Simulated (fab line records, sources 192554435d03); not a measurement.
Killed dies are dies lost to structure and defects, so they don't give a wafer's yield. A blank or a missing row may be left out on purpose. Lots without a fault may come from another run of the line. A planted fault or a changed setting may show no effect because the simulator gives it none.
Split-lot experiment | flow n5_finfet | 7 lots, 21 wafers read, on a route of 1938 steps

THE SPLIT
At N5_MOL_CONTACT_COAG_EXPOSE_05 (exposes mask CA, defocus 0 nm), the setting dose_mj was moved away from the recipe's 38.25 on 8 of the 21 wafers read, by -6.7% to +6.2%. The other wafers ran this setting at the recipe's value.

FROM THE SPLIT TO THE READING: what the file shows between them, 14 steps
- N5_MOL_CONTACT_COAG_PEB_06: peb time 60 s
- N5_MOL_CONTACT_COAG_DEVELOP_07: develop time 30 s
- N5_MOL_CONTACT_COAG_CD_MEAS_08: target cd 28 nm
- N5_MOL_CONTACT_COAG_DESCUM_13: chemistry O2, time 7 s
- N5_MOL_CONTACT_COAG_ETCH_59: etches underlayer in N2/H2, target depth 13 nm, time 10.4 s
- N5_MOL_CONTACT_COAG_ETCH_105: etches SiARC in CF4, target depth 15.6 nm, time 26 s
- N5_MOL_CONTACT_COAG_ETCH_106: etches SOC in N2/H2, target depth 80 nm, overetch 16 nm, time 120 s
- N5_MOL_CONTACT_COAG_STRIP_107: strips in N2/H2
- N5_MOL_CONTACT_COAG_STRIP_108: strips in N2/H2
- N5_MOL_CONTACT_COAG_CONTACT_ETCH_14: etches SiO2 in C4F6/O2, target depth 27.5 nm, overetch 8.5 nm, time 20 s
- N5_MOL_CONTACT_COAG_STRIP_109: strips in C4F6/O2
- N5_MOL_CONTACT_COAG_ETCH_15: etches SiNx in CH3F/O2, stops on Si:P, target depth 7 nm
- N5_MOL_CONTACT_COAG_ETCH_110: etches Si in CF4/O2, target depth 2.5 nm, time 8 s
- N5_MOL_CONTACT_COAG_STRIP_98: strips in N2/H2

THE READING
cd_nm, in nm, at N5_MOL_CONTACT_COAG_CD_MEAS_99 (target cd 17.2 nm). Fault-free wafers of this fab line usually give 17.26 nm, standard deviation 0.28 nm.

wafer  | tool, chamber at the split | dose_mj as run | against the recipe | cd_nm, nm | against lot-mates on the recipe
L076.1 | euv_scanner-02, 0          | 35.75          | -6.5%              | 15.78     | no lot-mate on the recipe
L076.4 | euv_scanner-02, 0          | 35.75          | -6.5%              | 15.37     | no lot-mate on the recipe
L076.5 | euv_scanner-02, 0          | 35.75          | -6.5%              | 15.27     | no lot-mate on the recipe
L080.1 | euv_scanner-02, 0          | 38.25          | recipe             | 16.50     | -
L080.2 | euv_scanner-02, 0          | 40.63          | +6.2%              | 18.71     | +1.97
L080.4 | euv_scanner-02, 0          | 38.25          | recipe             | 16.98     | -
L081.3 | euv_scanner-02, 0          | 38.25          | recipe             | 17.41     | -
L081.4 | euv_scanner-02, 0          | 38.25          | recipe             | 17.90     | -
L081.5 | euv_scanner-02, 0          | 38.25          | recipe             | 17.14     | -
L090.4 | euv_scanner-02, 0          | 38.25          | recipe             | 16.72     | -
L090.5 | euv_scanner-02, 0          | 38.25          | recipe             | 17.59     | -
L090.6 | euv_scanner-02, 0          | 38.25          | recipe             | 17.50     | -
L091.2 | euv_scanner-01, 0          | 38.25          | recipe             | 17.36     | -
L091.3 | euv_scanner-01, 0          | 35.7           | -6.7%              | 15.64     | -1.72
L091.6 | euv_scanner-01, 0          | 35.7           | -6.7%              | 15.48     | -1.88
L092.2 | euv_scanner-01, 0          | 37.41          | -2.2%              | 16.92     | -0.52
L092.4 | euv_scanner-01, 0          | 38.25          | recipe             | 17.52     | -
L092.5 | euv_scanner-01, 0          | 38.25          | recipe             | 17.35     | -
L097.2 | euv_scanner-01, 0          | 38.25          | recipe             | 17.13     | -
L097.3 | euv_scanner-01, 0          | 38.25          | recipe             | 17.38     | -
L097.4 | euv_scanner-01, 0          | 36.14          | -5.5%              | 15.95     | -1.30

THE FIT
A straight line over all 21 wafers: cd_nm changes by +0.257 nm for each +1% of dose_mj; r = +0.94; the points scatter about the line by 0.32 nm.
The same after taking each lot's own level away (the mean of its wafers on the recipe; 18 wafers): +0.277 nm for each +1%; r = +0.96; scatter 0.25 nm.
On that fit, the largest move of dose_mj shifts the reading by 1.8 nm.
The lots' own levels span 16.740 to 17.483 nm, that is 2.7 times the standard deviation above.
So the lot-to-lot level changes the slope little: the two slopes agree.
Check: with one of the wafers moved furthest among these (-6.7%) left out of the fit, the line predicts -1.85 nm for it against its lot-mates. It came out at -1.72 nm against them.

THE WHOLE CHAIN: every reading that the file lists as answering this split, in the file's order
step                           | what it does                                                        | reading                                                                        | change (the file's fit)               | r (the file's)
N5_MOL_CONTACT_COAG_CD_MEAS_08 | target cd 28 nm                                                     | cd_nm                                                                          | +0.213 nm for each +1% of the setting | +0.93
N5_MOL_CONTACT_COAG_ETCH_59    | etches underlayer in N2/H2, target depth 13 nm, time 10.4 s         | MOL_CONTACT_COAG.cd_offset_nm (the simulator's own value, which no gauge read) | +0.228 nm for each +1% of the setting | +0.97
N5_MOL_CONTACT_COAG_ETCH_105   | etches SiARC in CF4, target depth 15.6 nm, time 26 s                | MOL_CONTACT_COAG.cd_offset_nm (the simulator's own value, which no gauge read) | +0.223 nm for each +1% of the setting | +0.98
N5_MOL_CONTACT_COAG_ETCH_106   | etches SOC in N2/H2, target depth 80 nm, overetch 16 nm, time 120 s | MOL_CONTACT_COAG.cd_offset_nm (the simulator's own value, which no gauge read) | +0.238 nm for each +1% of the setting | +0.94
N5_MOL_CONTACT_COAG_ETCH_15    | etches SiNx in CH3F/O2, stops on Si:P, target depth 7 nm            | MOL_CONTACT_COAG.cd_offset_nm (the simulator's own value, which no gauge read) | +0.254 nm for each +1% of the setting | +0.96
N5_MOL_CONTACT_COAG_CD_MEAS_99 | target cd 17.2 nm                                                   | cd_nm                                                                          | +0.275 nm for each +1% of the setting | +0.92

THE FILE'S OWN FIT
cd_nm changes by +0.275 nm for each +1% of dose_mj, r = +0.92.
